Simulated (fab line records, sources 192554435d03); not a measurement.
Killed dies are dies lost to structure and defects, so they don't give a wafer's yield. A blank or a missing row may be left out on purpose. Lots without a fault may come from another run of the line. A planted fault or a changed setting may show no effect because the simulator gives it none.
fab line records | flow n5_finfet
record lots=7 wafers=39
route steps=1938 shown FIN_CUT@169 DUMMY_GATE@228 SD_EPI_P@308 GATE_CUT@466 MOL_CONTACT_COAG@586
start_h: hours from the record's first day to the start of the lot's first wafer shown | wait_h: hours since the lot's step before | " the same as in the row above | L1.1+2: a row that stands for several wafers | - no value, or no start given | * or withheld: withheld | < > ~ a bound
route shown NAME@n: a module of which the file shows steps, and the number in the route of the first | usual: mean/standard deviation of fault-free wafers | same: alike in all rows | chamber/n: place in a boat | sites: the reading at each site | _std_site: their standard deviation | _edge_site: outer sites' mean less inner sites' | radius_mm: how far each site lies from the wafer's centre | mask NAME#n: copy n | behind: the tool/chamber that last shaped the wafer | hold: why the lot was held/for how many hours/how that ended | device: the transistor (n, p or np) that didn't switch | end of line: the same wafers' tests at the end of the route | a step without rows: its recipe alone | killed: dies lost to structure and defects at the first sort, not the wafer's yield | map: a wafer's dies, x killed, . not, _ none there
set.NAME: the setting as run; set.NAME@STEP: as run at that earlier step | model.NAME: the simulator's own value behind a step, which no gauge read
lots whose settings were changed on purpose; a table a step, a row a wafer
## steps
# step N5_FIN_CUT_ETCH_21
# recipe chemistry=N2/H2 target=SOC target_depth_a=2190 overetch_a=438 mask_material=SiARC temp_c=40 ion_energy_ev=100 bias_w=61 time_s=523.5 pressure_mtorr=30 source_w=850 n2_flow_sccm=200 h2_flow_sccm=200
# columns lot.wafer tool chamber start_h wait_h set.time_s model.etch.depth_nm model.SiARC_of_FIN_CUT_COAT_19.thk_nm
L075.1 rie_diel-01 1 36.25 0.0 433.3 219 13.4
L075.2 " 3 " " 433.3 219.1 13.2
L075.3 " 0 " " 523.5 228.3 11.6
L075.4 " 2 " " 523.5 228.8 11.8
L075.5 " 3 " " 523.5 229.2 11.8
L075.6 " 2 " " 433.3 217.8 13.2
L076.1 rie_diel-01 2 42.58 0.0 523.5 230.1 11.8
L076.2 " 1 " " 556.9 229.6 11.2
L076.3 " 3 " " 556.9 229.8 11.2
L076.4 " 0 " " 523.5 230.1 11.6
L076.5 " 1 " " 556.9 230.7 11.2
L076.6 " 0 " " 523.5 229.6 11.6
L082.1+4 rie_diel-02 1,2 74.51 0.0 564.8 230.9 11.4
L082.2 " 2 " " 523.5 230.8 12.2
L082.3 " 0 " " 564.8 230 11.6
L082.5+6 " 0,1 " " 523.5 230.4 12.2
L084.1 rie_diel-05 0 92.43 0.0 459.8 223.5 13.2
L084.2 " 3 " " 523.5 229.5 11.8
L084.3 " 1 " " 459.8 229.4 12.8
L084.4 " 2 " " 523.5 229.3 11.8
L084.5 " 1 " " 523.5 230 11.8
L084.6 " 0 " " 459.8 223.4 13
L085.1 rie_diel-05 2 95.30 0.0 523.5 230.2 11.6
L085.2 " 0 " " 523.5 230.1 12.2
L085.3 " 1 " " 437.4 223.3 13
L085.4 " 2 " " 437.4 224.8 13
L085.5 " 1 " " 437.4 223.1 13
L085.6 " 0 " " 523.5 230.2 12.2
L091.1 rie_diel-01 3 129.32 0.0 523.5 230.2 11.8
L091.2 " 2 " " 523.5 230.3 12
L091.4 " 1 " " 523.5 229.7 12
L093.1 rie_diel-02 0 143.38 0.0 523.5 229.7 12.2
L093.2 " 3 " " 523.5 229.6 11.6
L093.3 " 2 " " 465.4 226.5 13
L093.4 " 0 " " 465.4 222.4 13
L093.5 " 2 " " 465.4 226 13
L093.6 " 3 " " 523.5 229.4 11.6
# step N5_DUMMY_GATE_EXPOSE_12
# recipe mask_id=GATE na=0.33 source_shape=annular sigma_inner=0.2 sigma_outer=0.6 polarization=unpolarized target_cd_nm=25 dose_mj=34
# columns lot.wafer tool chamber start_h wait_h mask set.dose_mj
L075.1+5+6 euv_scanner-01 0 56.48 - GATE#0 34
L075.2+3+4 " 0 " " GATE#0 31.54
L076.1+2+3+4+5+6 euv_scanner-01 0 60.52 - GATE#0 34
L082.1+2+6 euv_scanner-01 0 94.96 - GATE#0 34
L082.3+4+5 " 0 " " GATE#0 32.22
L084.1+3+4 euv_scanner-01 0 110.86 - GATE#0 34
L084.2+5+6 " 0 " " GATE#0 31.98
L085.1+2+4 euv_scanner-01 0 113.84 - GATE#0 34.9
L085.3+5+6 " 0 " " GATE#0 34
L091.1+2+4 euv_scanner-01 0 150.95 - GATE#0 34
L093.1+3+5 euv_scanner-01 0 161.41 - GATE#0 34
L093.2+4+6 " 0 " " GATE#0 32.26
# step N5_DUMMY_GATE_PEB_13
# recipe peb_temp_c=100 peb_time_s=60 resist=CAR-EUV
# step N5_DUMMY_GATE_DEVELOP_14
# recipe develop_time_s=30 developer=TMAH resist=CAR-EUV rinse_liquid=surfactant_rinse dry=air_spin dev_temp_c=23
# step N5_DUMMY_GATE_CD_MEAS_15
# recipe target_cd_nm=25.8 landing_energy_ev=500 detector=se_inlens
# usual cd_nm=24.99/0.22
# columns lot.wafer tool chamber start_h wait_h set.dose_mj@DUMMY_GATE_EXPOSE_12 cd_nm
L075.1 cd_sem-01 0 56.60 - 34 25.01
L075.2 " 0 " " 31.54 26.53
L075.3 " 0 " " 31.54 26.38
L075.4 " 0 " " 31.54 26.24
L075.5 " 0 " " 34 24.87
L075.6 " 0 " " 34 24.99
L076.1 cd_sem-01 0 60.64 - 34 24.94
L076.2 " 0 " " 34 24.79
L076.3 " 0 " " 34 25.00
L076.4 " 0 " " 34 25.03
L076.5 " 0 " " 34 24.35
L076.6 " 0 " " 34 24.77
L082.1 cd_sem-03 0 95.08 - 34 24.69
L082.2 " 0 " " 34 24.95
L082.3 " 0 " " 32.22 26.34
L082.4 " 0 " " 32.22 25.70
L082.5 " 0 " " 32.22 25.77
L082.6 " 0 " " 34 24.67
L084.1 cd_sem-03 0 110.98 - 34 24.98
L084.2 " 0 " " 31.98 25.94
L084.3 " 0 " " 34 25.06
L084.4 " 0 " " 34 24.99
L084.5 " 0 " " 31.98 26.04
L084.6 " 0 " " 31.98 26.20
L085.1 cd_sem-02 0 113.97 - 34.9 24.74
L085.2 " 0 " " 34.9 24.47
L085.3 " 0 " " 34 25.19
L085.4 " 0 " " 34.9 24.96
L085.5 " 0 " " 34 24.82
L085.6 " 0 " " 34 25.15
L091.1 cd_sem-03 0 151.08 - 34 25.29
L091.2 " 0 " " 34 25.00
L091.4 " 0 " " 34 24.95
L093.1 cd_sem-03 0 161.54 - 34 25.13
L093.2 " 0 " " 32.26 25.90
L093.3 " 0 " " 34 25.03
L093.4 " 0 " " 32.26 25.66
L093.5 " 0 " " 34 25.16
L093.6 " 0 " " 32.26 25.76
# step N5_SD_EPI_P_ETCH_37
# recipe chemistry=N2/H2 target=SOC overetch_a=1080 mask_material=SiARC temp_c=40 ion_energy_ev=100 source_w=3000 bias_w=133 pressure_mtorr=20 time_s=486 n2_flow_sccm=200 h2_flow_sccm=200 ends=end_point
# usual rf_vpp_V=241.2/1.3
# columns lot.wafer tool chamber start_h wait_h set.source_w rf_vpp_V
L075.1 rie_diel-02 0 64.21 0.0 3000 243.3
L075.2 " 2 " " 3000 240.4
L075.3 " 1 " " 3000 241.5
L075.4 " 1 " " 3000 241.9
L075.5 " 2 " " 3000 240.6
L075.6 " 0 " " 3000 241.4
L076.1 rie_diel-01 2 68.32 0.0 3000 239.5
L076.2 " 1 " " 3000 240.8
L076.3 " 0 " " 3157 236.2
L076.4 " 3 " " 3000 240.9
L076.5 " 1 " " 3157 236.8
L076.6 " 0 " " 3157 237.9
L082.1 rie_diel-01 1 104.99 0.0 3184 236.0
L082.2 " 0 " " 3000 241.1
L082.3 " 2 " " 3184 233.6
L082.4 " 3 " " 3000 242.1
L082.5 " 2 " " 3000 238.1
L082.6 " 3 " " 3184 235.9
L084.1 rie_diel-02 1 118.41 0.0 3509 229.0
L084.2 " 2 " " 3000 240.5
L084.3 " 0 " " 3000 241.7
L084.4 " 3 " " 3000 242.7
L084.5 " 2 " " 3509 226.6
L084.6 " 3 " " 3509 229.5
L085.1 rie_diel-02 0 123.41 0.0 3309 233.9
L085.2 " 1 " " 3000 240.4
L085.3 " 3 " " 3000 243.7
L085.4 " 2 " " 3309 232.4
L085.5 " 1 " " 3000 241.9
L085.6 " 0 " " 3309 234.5
L091.1 rie_diel-05 1 158.61 0.0 3000 240.9
L091.2 " 3 " " 3000 241.0
L091.4 " 2 " " 3000 238.8
L093.1 rie_diel-05 1 169.00 0.0 3000 239.5
L093.2 " 0 " " 3000 242.0
L093.3 " 2 " " 3000 239.6
L093.4 " 3 " " 3000 240.9
L093.5 " 0 " " 3000 242.2
L093.6 " 1 " " 3000 241.0
# step N5_GATE_CUT_ETCH_56
# recipe chemistry=Cl2/Ar target=TiN target_depth_a=216 pressure_mtorr=10 icp_w=600 bias_w=60 Cl2_flow_sccm=40 Ar_flow_sccm=60
# columns lot.wafer tool chamber start_h wait_h set.icp_w model.etch.depth_nm
L075.1 rie_metal-03 0 90.91 0.1 662.1 23.09
L075.2 " 1 " " 600 22.74
L075.3 " 1 " " 600 22.71
L075.4 " 0 " " 662.1 23.1
L075.5 " 1 " " 662.1 24.81
L075.6 " 0 " " 600 21.34
L076.1 rie_metal-02 1 95.54 0.1 536.4 18.89
L076.2 " 0 " " 600 20.88
L076.3 " 0 " " 536.4 19.02
L076.4 " 1 " " 600 20.7
L076.5 " 1 " " 600 20.79
L076.6 " 0 " " 536.4 18.93
L082.1 rie_metal-02 0 130.83 0.1 600 21.19
L082.2 " 1 " " 513.8 18.49
L082.3 " 0 " " 600 21.02
L082.4 " 1 " " 513.8 18.39
L082.5 " 1 " " 600 21.06
L082.6 " 0 " " 513.8 18.42
L084.1 rie_metal-01 0 142.98 0.1 600 22.01
L084.2 " 1 " " 681.9 24.52
L084.3 " 0 " " 681.9 24.65
L084.4 " 1 " " 600 22.14
L084.5 " 1 " " 681.9 24.79
L084.6 " 0 " " 600 22.25
L085.1 rie_metal-03 0 149.49 0.1 664.7 22.99
L085.2 " 1 " " 600 22.29
L085.3 " 0 " " 664.7 22.87
L085.4 " 1 " " 600 22.39
L085.5 " 1 " " 664.7 24.39
L085.6 " 0 " " 600 20.77
L091.1 rie_metal-01 1 184.32 0.1 600 21.89
L091.2 " 0 " " 600 22.01
L091.4 " 1 " " 600 21.9
L093.1 rie_metal-01 1 194.64 0.1 600 21.86
L093.2 " 0 " " 600 21.91
L093.3 " 1 " " 630.9 22.93
L093.4 " 0 " " 600 21.98
L093.5 " 1 " " 630.9 22.59
L093.6 " 0 " " 630.9 23.04
# step N5_MOL_CONTACT_COAG_VIA_ETCH_46
# recipe chemistry=C4F6/O2 target_depth_a=460 overetch_a=92 mask_material=SOC target=SiO2 bias_w=455 pressure_mtorr=10 time_s=40 source_w=325 Ar_flow_sccm=300 C4F6_flow_sccm=10 O2_flow_sccm=10 ion_energy_ev=575.3 ends=end_point
# columns lot.wafer tool chamber start_h wait_h set.target_depth_a model.SOC_of_MOL_CONTACT_COAG_COAT_75.thk_nm
L075.1+3 rie_diel-03 3,1 108.57 0.0 460 50.6
L075.2+6 " 0 " " 416.7 51.2
L075.4 " 2 " " 460 50.2
L075.5 " 1 " " 416.7 51
L076.1+3 rie_diel-04 0,1 114.57 0.0 460 50.6
L076.2+4+6 " 2,3,2 " " 460 51
L076.5 " 3 " " 460 50.8
L082.1+2 rie_diel-04 3,1 148.62 0.0 408.3 51.8
L082.3+4 " 0 " " 460 50.8
L082.5 " 1 " " 408.3 51.6
L082.6 " 3 " " 460 51
L084.1+3 rie_diel-04 1,0 161.67 0.0 406.9 51.2
L084.2 " 3 " " 460 50.6
L084.4+5 " 2,0 " " 460 50.8
L084.6 " 1 " " 406.9 51.4
L085.1 rie_diel-03 3 170.23 0.0 460 51
L085.2+5 " 2 " " 513.9 50.2
L085.3+4 " 1,0 " " 460 51.2
L085.6 " 1 " " 513.9 50.6
L091.1 rie_diel-03 3 203.43 0.0 460 50.6
L091.2+4 " 1,0 " " 460 50.8
L093.1+2 rie_diel-03 1,0 212.14 0.0 460 50.8
L093.3+4+5 " 3,2,2 " " 460 50.6
L093.6 " 1 " " 460 51
## key
split step=N5_FIN_CUT_ETCH_21 setting=time_s stated=523.5 by=wafer
response step=N5_FIN_CUT_ETCH_21 reading=model.etch.depth_nm change=+0.407 per=1% r=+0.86
response step=N5_FIN_CUT_ETCH_21 reading=model.SiARC_of_FIN_CUT_COAT_19.thk_nm change=-0.0845 per=1% r=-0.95
split step=N5_DUMMY_GATE_EXPOSE_12 setting=dose_mj stated=34 by=wafer
response step=N5_DUMMY_GATE_CD_MEAS_15 reading=cd_nm change=-0.182 per=1% r=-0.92
split step=N5_SD_EPI_P_ETCH_37 setting=source_w stated=3000 by=wafer
response step=N5_SD_EPI_P_ETCH_37 reading=rf_vpp_V change=-0.789 per=1% r=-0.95
split step=N5_GATE_CUT_ETCH_56 setting=icp_w stated=600 by=wafer
response step=N5_GATE_CUT_ETCH_56 reading=model.etch.depth_nm change=+0.17 per=1% r=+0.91
split step=N5_MOL_CONTACT_COAG_VIA_ETCH_46 setting=target_depth_a stated=460 by=wafer
response step=N5_MOL_CONTACT_COAG_VIA_ETCH_46 reading=model.SOC_of_MOL_CONTACT_COAG_COAT_75.thk_nm change=-0.065 per=1% r=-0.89
